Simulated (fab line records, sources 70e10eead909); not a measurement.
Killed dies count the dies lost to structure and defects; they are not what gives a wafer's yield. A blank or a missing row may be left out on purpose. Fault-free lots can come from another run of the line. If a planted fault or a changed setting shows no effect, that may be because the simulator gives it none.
fab line records ; flow nand-harc
[record] lots = 13; wafers = 39; last-day = 32
route steps=1302 shown A_SGD_CUT@916 A_SLIT@934 A_WL_FILL@958
lots untouched by any fault: they come from a run of this same line in which no faults occurred
start-h: the number of hours between the record's first day and the start of the first shown wafer of the lot ; wait-h: hours from the lot's prior step to this one ; " repeats the value in the row above ; L1.1+2: a row that stands for several wafers ; - no value, or no start was given ; * or withheld: withheld ; < > ~ a bound
route shown NAME@n: a module of which the file shows steps, and the number in the route of the first ; usual: mean/standard deviation taken from wafers without a fault ; same: alike in all rows ; chamber/n: place in a boat ; sites: each site's reading ; _std_site: how widely they spread, as a standard deviation ; _edge_site: mean of outer sites minus mean of inner sites ; radius-mm: for every site, how far away it sits from the centre of the wafer ; mask NAME#n: copy n ; behind: tool/chamber where the wafer was last shaped ; hold: reason for holding the lot/hours on hold/outcome of the hold ; device: the transistor (n, p or np) that didn't switch ; end of line: tests run on the same wafers once the route is complete ; a step given without rows: its recipe and nothing more ; killed: count of dies lost to structure and defects at first sort (not the wafer's yield) ; map: shows each die of a wafer: x if killed, . if not, _ if none is there
set.NAME: setting as actually run; set.NAME@STEP: the setting as run at that earlier step ; model.NAME: the simulator's own value behind a step, which no gauge read
a sample of lots followed through the steps of the route, with each step as a table and each wafer as a row
services: when a tool's chamber went out of use (start-h, in hours from the record's first day, below 0 if earlier), for how many hours, and the reason
[[steps]]
[step NHARC_A_SGD_CUT_THK_MEAS_22]
[recipe] thk-meas-gauge = ellipsometry
[usual] thk-nm = 148.6/1.7
lot.wafer;tool;chamber;start-h;wait-h;thk-nm
L575.2;film-metro-02;-;454.82;0.2;148.5
L575.5;film-metro-02;-;454.82;0.2;149.0
L575.6;film-metro-02;-;454.82;0.2;148.6
L574.2;film-metro-01;-;457.90;0.2;150.9
L574.3;film-metro-01;-;457.90;0.2;148.7
L574.4;film-metro-01;-;457.90;0.2;148.5
L576.2;film-metro-01;-;463.92;0.2;147.3
L576.3;film-metro-01;-;463.92;0.2;148.2
L576.6;film-metro-01;-;463.92;0.2;149.9
L579.1;film-metro-02;-;473.49;0.2;150.0
L579.3;film-metro-02;-;473.49;0.2;150.7
L579.6;film-metro-02;-;473.49;0.2;148.3
L577.2;film-metro-01;-;473.49;0.2;148.8
L577.3;film-metro-01;-;473.49;0.2;148.8
L577.4;film-metro-01;-;473.49;0.2;150.1
L578.3;film-metro-02;-;486.03;0.2;150.3
L578.4;film-metro-02;-;486.03;0.2;146.9
L578.6;film-metro-02;-;486.03;0.2;146.7
L582.2;film-metro-02;-;523.11;0.2;148.8
L582.4;film-metro-02;-;523.11;0.2;150.5
L582.5;film-metro-02;-;523.11;0.2;151.2
L584.1;film-metro-01;-;540.63;0.2;147.1
L584.3;film-metro-01;-;540.63;0.2;148.0
L584.4;film-metro-01;-;540.63;0.2;147.0
L585.3;film-metro-02;-;552.31;0.2;148.7
L585.5;film-metro-02;-;552.31;0.2;150.9
L585.6;film-metro-02;-;552.31;0.2;150.1
L586.1;film-metro-02;-;566.07;0.2;151.2
L586.4;film-metro-02;-;566.07;0.2;144.6
L586.6;film-metro-02;-;566.07;0.2;151.1
L593.2;film-metro-02;-;639.94;0.2;149.4
L593.3;film-metro-02;-;639.94;0.2;150.9
L593.6;film-metro-02;-;639.94;0.2;151.1
L594.1;film-metro-01;-;643.03;0.2;142.4
L594.3;film-metro-01;-;643.03;0.2;148.9
L594.4;film-metro-01;-;643.03;0.2;148.6
L597.1;film-metro-01;-;662.18;0.2;149.3
L597.3;film-metro-01;-;662.18;0.2;149.1
L597.4;film-metro-01;-;662.18;0.2;150.1
[step NHARC_A_SLIT_OVL_MEAS_10]
[usual] overlay-x-nm = -0.2/0.99; overlay-y-nm = -0.1/0.62
lot.wafer;tool;chamber;start-h;wait-h;overlay-x-nm;overlay-y-nm
L575.2;overlay-01;-;460.53;-;-0.3;-0.7
L575.5;overlay-01;-;460.53;-;-0.2;-0.3
L575.6;overlay-01;-;460.53;-;-0.2;-0.2
L574.2;overlay-01;-;466.69;-;-0.4;-0.4
L574.3;overlay-01;-;466.69;-;0.1;-0.4
L574.4;overlay-01;-;466.69;-;-0.8;-0.3
L576.2;overlay-01;-;471.05;-;-1.1;-0.1
L576.3;overlay-01;-;471.05;-;-0.8;0.1
L576.6;overlay-01;-;471.05;-;-1.1;0.4
L579.1;overlay-02;-;479.13;-;-2.1;-0.4
L579.3;overlay-02;-;479.13;-;-2.0;-0.9
L579.6;overlay-02;-;479.13;-;-1.8;-1.0
L577.2;overlay-01;-;479.34;-;1.1;-0.8
L577.3;overlay-01;-;479.34;-;0.4;-0.3
L577.4;overlay-01;-;479.34;-;0.7;-0.5
L578.3;overlay-02;-;491.39;-;-1.4;-0.9
L578.4;overlay-02;-;491.39;-;-0.7;-1.3
L578.6;overlay-02;-;491.39;-;-0.3;-1.1
L582.2;overlay-01;-;531.70;-;0.4;-0.4
L582.4;overlay-01;-;531.70;-;0.0;-0.3
L582.5;overlay-01;-;531.70;-;0.5;-0.6
L584.1;overlay-01;-;546.12;-;0.4;0.0
L584.3;overlay-01;-;546.12;-;0.6;0.2
L584.4;overlay-01;-;546.12;-;-0.1;0.4
L585.3;overlay-02;-;557.90;-;-0.3;0.6
L585.5;overlay-02;-;557.90;-;-0.2;0.2
L585.6;overlay-02;-;557.90;-;-0.4;0.2
L586.1;overlay-02;-;574.61;-;-1.1;0.1
L586.4;overlay-02;-;574.61;-;-1.1;-0.2
L586.6;overlay-02;-;574.61;-;-0.9;-0.8
L593.2;overlay-02;-;645.17;-;1.5;0.6
L593.3;overlay-02;-;645.17;-;1.8;0.4
L593.6;overlay-02;-;645.17;-;1.6;0.7
L594.1;overlay-02;-;648.39;-;-0.8;-1.0
L594.3;overlay-02;-;648.39;-;-0.5;-0.6
L594.4;overlay-02;-;648.39;-;-0.4;-1.1
L597.1;overlay-02;-;670.79;-;-0.5;0.1
L597.3;overlay-02;-;670.79;-;-1.0;0.8
L597.4;overlay-02;-;670.79;-;-1.0;1.6
[step NHARC_A_SLIT_CD_MEAS_21]
[usual] cd-nm = 289.9/0.96
lot.wafer;tool;chamber;start-h;wait-h;cd-nm
L575.2;cd-sem-01;-;468.31;-;289.5
L575.5;cd-sem-01;-;468.31;-;289.3
L575.6;cd-sem-01;-;468.31;-;290.0
L574.2;cd-sem-02;-;473.13;-;289.9
L574.3;cd-sem-02;-;473.13;-;290.7
L574.4;cd-sem-02;-;473.13;-;290.3
L576.2;cd-sem-03;-;477.40;-;289.9
L576.3;cd-sem-03;-;477.40;-;289.8
L576.6;cd-sem-03;-;477.40;-;290.7
L579.1;cd-sem-02;-;487.29;-;289.0
L579.3;cd-sem-02;-;487.29;-;289.3
L579.6;cd-sem-02;-;487.29;-;289.7
L577.2;cd-sem-01;-;489.59;-;288.7
L577.3;cd-sem-01;-;489.59;-;288.8
L577.4;cd-sem-01;-;489.59;-;289.3
L578.3;cd-sem-03;-;497.79;-;288.3
L578.4;cd-sem-03;-;497.79;-;289.4
L578.6;cd-sem-03;-;497.79;-;289.5
L582.2;cd-sem-02;-;538.07;-;289.1
L582.4;cd-sem-02;-;538.07;-;289.4
L582.5;cd-sem-02;-;538.07;-;290.2
L584.1;cd-sem-02;-;552.48;-;289.9
L584.3;cd-sem-02;-;552.48;-;290.2
L584.4;cd-sem-02;-;552.48;-;290.2
L585.3;cd-sem-03;-;564.34;-;289.4
L585.5;cd-sem-03;-;564.34;-;291.1
L585.6;cd-sem-03;-;564.34;-;290.2
L586.1;cd-sem-03;-;581.85;-;287.9
L586.4;cd-sem-03;-;581.85;-;288.7
L586.6;cd-sem-03;-;581.85;-;290.1
L593.2;cd-sem-02;-;651.54;-;289.6
L593.3;cd-sem-02;-;651.54;-;290.1
L593.6;cd-sem-02;-;651.54;-;289.8
L594.1;cd-sem-03;-;655.36;-;289.9
L594.3;cd-sem-03;-;655.36;-;288.8
L594.4;cd-sem-03;-;655.36;-;290.0
L597.1;cd-sem-02;-;677.41;-;289.5
L597.3;cd-sem-02;-;677.41;-;289.7
L597.4;cd-sem-02;-;677.41;-;288.1
[step NHARC_A_WL_FILL_ETCHBACK_05]
[recipe] target-depth-a = 220; time-s = 60; temp-c = 40; chemistry = Cl2/BCl3
[usual] chamber-pressure-mTorr = 9.999/0.014; drypump-motor-current-A = 5.96/0.29; oes-product-au = 1.005/0.017; run-length-s = 81.3/0.43
lot.wafer;tool;chamber;start-h;wait-h;chamber-pressure-mTorr;drypump-motor-current-A;oes-product-au;rf-hours-counter-h;run-length-s
L575.2;rie-metal-01;1;474.98;0.2;10.004;5.67;0.984;1.3;81.9
L575.5;rie-metal-01;0;474.98;0.2;10.002;6.24;1.019;-;81.0
L575.6;rie-metal-01;1;474.98;0.2;10.012;5.69;0.978;-;81.8
L574.2;rie-metal-02;1;481.41;0.2;9.999;5.87;1.005;0.4;81.4
L574.4;rie-metal-02;1;481.41;0.2;9.999;5.85;1.012;-;81.5
L574.3;rie-metal-02;0;481.41;0.2;10.015;5.61;0.994;-;81.0
L576.2;rie-metal-02;1;485.96;0.2;9.989;5.85;1.012;0.6;81.5
L576.3;rie-metal-02;0;485.96;0.2;9.992;5.60;1.014;-;81.1
L576.6;rie-metal-02;1;485.96;0.2;9.993;5.85;1.009;-;81.5
L579.1;rie-metal-02;0;495.76;0.2;9.983;5.62;0.990;0.9;80.7
L579.3;rie-metal-02;0;495.76;0.2;10.001;5.61;0.995;-;81.2
L579.6;rie-metal-02;1;495.76;0.2;10.004;5.87;1.016;-;82.2
L577.2;rie-metal-01;0;497.76;0.2;9.995;6.21;1.020;2.1;81.9
L577.3;rie-metal-01;1;497.76;0.2;9.997;5.64;0.989;-;81.5
L577.4;rie-metal-01;0;497.76;0.2;10.001;6.20;1.022;-;81.4
L578.4;rie-metal-03;1;506.31;0.2;10.004;5.90;1.018;-;81.1
L578.3;rie-metal-03;0;506.31;0.2;9.995;6.45;0.991;-;81.4
L578.6;rie-metal-03;1;506.31;0.2;10.002;5.88;1.019;-;80.5
L582.2;rie-metal-01;1;546.34;0.2;9.984;5.71;0.984;2.9;81.8
L582.4;rie-metal-01;1;546.34;0.2;9.998;5.69;0.994;-;81.7
L582.5;rie-metal-01;1;546.34;0.2;10.004;5.68;0.992;-;81.9
L584.1;rie-metal-03;1;560.98;0.2;9.999;5.88;1.032;0.3;80.6
L584.4;rie-metal-03;0;560.98;0.2;9.994;6.43;0.988;-;81.2
L584.3;rie-metal-03;1;560.98;0.2;9.990;5.85;1.036;-;80.5
L585.3;rie-metal-03;1;572.61;0.1;10.016;5.88;1.030;-;80.6
L585.5;rie-metal-03;1;572.61;0.1;9.978;5.91;1.021;-;81.1
L585.6;rie-metal-03;0;572.61;0.1;10.017;6.44;0.989;-;81.1
L586.1;rie-metal-03;0;590.07;0.2;9.989;6.46;0.988;1.2;93.8
L586.4;rie-metal-03;1;590.07;0.2;9.991;5.86;1.025;-;80.6
L586.6;rie-metal-03;1;590.07;0.2;9.999;5.92;1.036;-;80.5
L593.2;rie-metal-02;1;659.78;0.2;10.002;5.86;1.012;0.4;81.8
L593.3;rie-metal-02;0;659.78;0.2;9.998;5.61;0.997;-;80.7
L593.6;rie-metal-02;1;659.78;0.2;10.004;5.88;1.011;-;81.5
L594.1;rie-metal-01;1;665.09;0.2;10.006;5.68;0.982;1.1;81.6
L594.3;rie-metal-01;0;665.09;0.2;10.003;6.21;1.002;-;81.0
L594.4;rie-metal-01;1;665.09;0.2;10.010;5.70;0.992;-;81.8
L597.1;rie-metal-01;0;685.61;0.2;9.997;6.24;1.001;1.4;81.1
L597.4;rie-metal-01;1;685.61;0.2;10.006;5.68;0.996;-;81.7
L597.3;rie-metal-01;0;685.61;0.2;9.870;6.26;0.993;-;81.4
[[services]]
tool;chamber;start-h;hours;kind
rie-metal-02;-;454.00;9.0;pm
rie-metal-02;0;454.00;9.0;vent-cycle
rie-metal-02;1;454.00;9.0;vent-cycle
rie-metal-02;0;463.00;-;clean
rie-metal-02;1;463.00;-;clean
rie-metal-03;0;484.82;1.9;repair
rie-metal-02;-;513.79;3.3;repair
rie-metal-03;-;519.00;9.0;pm
rie-metal-03;0;519.00;9.0;vent-cycle
rie-metal-03;1;519.00;9.0;vent-cycle
rie-metal-03;0;528.00;-;clean
rie-metal-03;1;528.00;-;clean
rie-metal-03;0;565.28;2.1;repair
rie-metal-01;-;575.00;9.0;pm
rie-metal-01;0;575.00;9.0;vent-cycle
rie-metal-01;1;575.00;9.0;vent-cycle
rie-metal-01;0;584.00;-;clean
rie-metal-01;1;584.00;-;clean
rie-metal-03;-;627.29;0.9;repair
rie-metal-02;-;631.00;9.0;pm
rie-metal-02;0;631.00;9.0;vent-cycle
rie-metal-02;1;631.00;9.0;vent-cycle
rie-metal-02;0;640.00;-;clean
rie-metal-02;1;640.00;-;clean
[[key]]
[first-sign] step = NHARC_A_WL_FILL_ETCHBACK_05; reading = run-length-s; direction = up; sigmas = 29; usual = *; struck = *
effect none on later readings
met-at NHARC_A_WL_FILL_ETCHBACK_05
struck-lots L586
struck-wafers L586.1
tester-left-out L586
not-acting-at NHARC_A_SGD_CUT_THK_MEAS_22,NHARC_A_SLIT_OVL_MEAS_10,NHARC_A_SLIT_CD_MEAS_21
onset-between 572.61 590.07
[fault] kind = process-parameter-drift; tool = rie-metal-03; chamber = 0; onset-h = 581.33; steps = NHARC_A_WL_FILL_ETCHBACK_05; channel = time-s; offset = *; shape = step; end-h = 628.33; acts-in = *; stated = *
// tester-left-out: of these lots the tester's yield and bins aren't shown, on N5 and GAA mostly nor the transistor test; their killed dies are dies lost to structure and defects alone, not to doping, threshold or leakage, so they don't give the yield
